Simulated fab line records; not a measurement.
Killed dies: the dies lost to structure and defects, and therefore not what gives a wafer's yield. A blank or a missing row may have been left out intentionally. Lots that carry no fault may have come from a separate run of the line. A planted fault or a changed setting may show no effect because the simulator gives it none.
8D (eight disciplines) problem report, filled in by code	flow n5-finfet	the parts of the form that need people (team, actions taken, sign-off) are left out

1. WHAT IS WRONG
Mean of etch-rf-on-time-s at N5_MOL_CONTACT_COAG_ETCH_105: 31.5 s across 6 wafers in 2 lots; on wafers with no fault it is 26.4 s (standard deviation 0.58). That is +8.8 standard deviations from the usual mean.
The step: etches SiARC in CF4, target depth 15.6 nm, time 26 s.
Earliest sighting: wafer L205.2 on rie-diel-01 at day 7 02:33. The record holds 27 wafers of 9 lots with a number at this step. The rule behind "out" and "out of limits": a value lying over 4 standard deviations away from the usual mean. Any other wafer with a number is counted as sound.

2. WHAT IT IS, AND WHAT IT ISN'T
question	is	is not
which readings at this step	etch-rf-on-time-s	drypump-motor-current-A, oes-product-au, rf-fwd-power-W, rf-vpp-V, showerhead-plenum-p-Torr, throttle-valve-pct
which lots	L205, L207	L198, L208, L209, L212, L215, L218, L219
which wafers of those lots	all that have a number	-
read on which tools	rie-diel-01	rie-diel-03, rie-diel-04
when	from day 7 02:33	up to then (3 sound wafers); but 18 sound wafers of L208, L209, L212, L215, L218, L219 came after

3. SUSPECTS, AND WHAT RULES EACH OUT
Counting: a tool at a process step up to the reading stays a suspect if it ran every lot that is out and no sound lot after the first of them.
- cmp-01 at N5_GATE_CUT_CMP_43 (polishes SiO2): ruled out as a lasting fault. After its first lot that is out, L205 (day 7 01:10), sound lots L208, L215, L218 ran on it.
- rie-diel-01 at N5_MOL_CONTACT_COAG_ETCH_105 (etches SiARC in CF4, target depth 15.6 nm, time 26 s): kept. It ran every lot that is out, first L205 (day 7 02:33), and no sound lot after that; its last sound lot up to then is L198 (day 5 08:29). Its own readings are out on those wafers: etch-rf-on-time-s.
Remaining after the count: rie-diel-01 at N5_MOL_CONTACT_COAG_ETCH_105.

4. THE CAUSE (what the simulator had put in)
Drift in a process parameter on rie-diel-01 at N5_MOL_CONTACT_COAG_ETCH_105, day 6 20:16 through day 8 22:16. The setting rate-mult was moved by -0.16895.
The count eliminated every tool but this one.

5. THE EFFECT CHAIN, in route order
One row per reading whose mean, taken over the struck wafers that have a number, lies over 3 standard deviations from the usual. Scope: only readings with a usual standard deviation given in the record; hours: median across lots of the time from each lot's start at the first step in this table that gives one to its start at this step; sigmas: change in usual standard deviations.
hours	step	reading	usual	on struck wafers	change	sigmas
0	N5_MOL_CONTACT_COAG_ETCH_105	etch-rf-on-time-s	26.4 s	31.5	+5.1	+8.8
The process steps in it:
- N5_MOL_CONTACT_COAG_ETCH_105: etches SiARC in CF4, target depth 15.6 nm, time 26 s.
Later measuring or inspecting steps at which every struck wafer that the step has a row for has a number for every such reading, and none has moved that far: N5_MOL_CONTACT_COAG_CD_MEAS_99, N5_BEOL_M4_RC_MEAS_101.

6. WHAT WOULD HAVE CAUGHT IT SOONER
The fault began at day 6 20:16; the first out-of-limits reading in this record came at day 7 02:33, 6 hours later.
